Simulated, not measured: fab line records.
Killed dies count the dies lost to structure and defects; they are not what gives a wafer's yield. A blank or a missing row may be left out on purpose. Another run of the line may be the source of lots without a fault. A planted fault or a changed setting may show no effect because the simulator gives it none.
3 desks looking at one fault || flow n5-finfet || what lay behind the numbers comes last; until then each desk has only its own

THE DEFECT DESK
Per lot, the means of the sampled wafers with a number show what the inspections along the route counted. Marked OUT: a lot whose mean sits more than 4 standard deviations from the usual mean, which makes it out of limits; the brackets give that distance.
Columns: A = raw-defect-count at N5_DUMMY_GATE_INSPECT_17, usual 196
{"lot": "L465", "first seen here": "day 2 23:42", "A": 121}
{"lot": "L466", "first seen here": "day 3 04:15", "A": 202}
{"lot": "L467", "first seen here": "day 3 10:34", "A": 147}
{"lot": "L469", "first seen here": "day 3 21:45", "A": 178}
{"lot": "L475", "first seen here": "day 5 13:49", "A": 220}
{"lot": "L477", "first seen here": "day 6 00:08", "A": 217}
{"lot": "L479", "first seen here": "day 6 08:59", "A": 216}
{"lot": "L486", "first seen here": "day 8 08:11", "A": 247}
{"lot": "L488", "first seen here": "day 8 16:15", "A": 254}
This desk found nothing out of limits on any of the 9 lots.

THE TOOL OWNER'S DESK: lpcvd-01
The tool's own readings at N5_DUMMY_GATE_CVD_03 (deposits a-Si from SiH4, target thk 150 nm, time 8042 s): means of the sampled wafers that have a number, for each lot that ran on this tool. Marked OUT: a lot whose mean sits more than 4 standard deviations from the usual mean, which makes it out of limits; the brackets give that distance.
Columns: A = spike-tc-lower-C at N5_DUMMY_GATE_CVD_03, usual 530.8 C; B = susceptor-temp-C at N5_DUMMY_GATE_CVD_03, usual 529.99 C
{"lot": "L465", "first seen here": "day 2 15:18", "A": 532.0, "B": 530.18}
{"lot": "L466", "first seen here": "day 2 19:44", "A": 531.7, "B": 530.09}
{"lot": "L467", "first seen here": "day 3 02:11", "A": 528.9, "B": 529.73}
{"lot": "L469", "first seen here": "day 3 13:22", "A": 528.4, "B": 529.96}
{"lot": "L475", "first seen here": "day 5 03:29", "A": 529.3, "B": 529.80}
{"lot": "L477", "first seen here": "day 5 15:38", "A": 532.4, "B": 529.95}
This desk found nothing out of limits on any of the 6 lots.

THE METROLOGY DESK
Means of the sampled wafers that have a number, per lot and without regard to the tool the lot ran on: this is what the gauges read. Marked OUT: a lot whose mean sits more than 4 standard deviations from the usual mean, which makes it out of limits; the brackets give that distance.
Columns: A = thk-nm at N5_STI_FIN_REVEAL_THK_MEAS_05, usual 132.0 nm; B = thk-nm at N5_DUMMY_GATE_THK_MEAS_05, usual 72.2 nm; C = SDB_THK at N5_SDB_THK_MEAS_31, usual 64.4 nm
{"lot": "L465", "first seen here": "day 2 11:02", "A": 132.7, "B": 72.7, "C": 64.9}
{"lot": "L466", "first seen here": "day 2 16:09", "A": 134.2, "B": 71.7, "C": 64.0}
{"lot": "L467", "first seen here": "day 2 21:55", "A": 132.4, "B": 71.3, "C": 63.6}
{"lot": "L469", "first seen here": "day 3 09:51", "A": 131.7, "B": 71.6, "C": 63.8}
{"lot": "L475", "first seen here": "day 4 22:22", "A": 130.5, "B": "56.3 (-14) OUT", "C": "48.5 (-14) OUT"}
{"lot": "L477", "first seen here": "day 5 12:08", "A": 130.1, "B": "55.3 (-15) OUT", "C": "47.6 (-15) OUT"}
{"lot": "L479", "first seen here": "day 5 21:08", "A": 132.7, "B": 72.4, "C": 64.7}
{"lot": "L486", "first seen here": "day 7 18:07", "A": 131.7, "B": 72.7, "C": 65.0}
{"lot": "L488", "first seen here": "day 8 03:55", "A": 132.5, "B": 73.6, "C": 65.8}
Finding of this desk: L475, L477 out of limits; the first was L475 at day 5 09:18, on thk-nm at N5_DUMMY_GATE_THK_MEAS_05. L465, L466, L467, L469, L479, L486, L488: within limits.

PUT TOGETHER
The metrology desk could have raised an alarm at day 5 09:18, on L475, L477.
Nothing the defect desk looked at was out of limits.
The tool owner's desk saw nothing out of limits.
The defect desk has L475, L477 on record, within its limits.
On record at the tool owner's desk: L475, L477, within its limits.
The lots listed all ran N5_DUMMY_GATE_CVD_03 on lpcvd-01.

WHAT THE SIMULATOR HAD INSERTED
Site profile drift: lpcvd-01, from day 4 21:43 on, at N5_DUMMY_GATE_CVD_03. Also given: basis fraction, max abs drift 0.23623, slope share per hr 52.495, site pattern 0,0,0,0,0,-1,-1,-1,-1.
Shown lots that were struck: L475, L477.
Per desk, hours elapsed from the start of the fault to the first reading out of limits: for the metrology desk, 12.
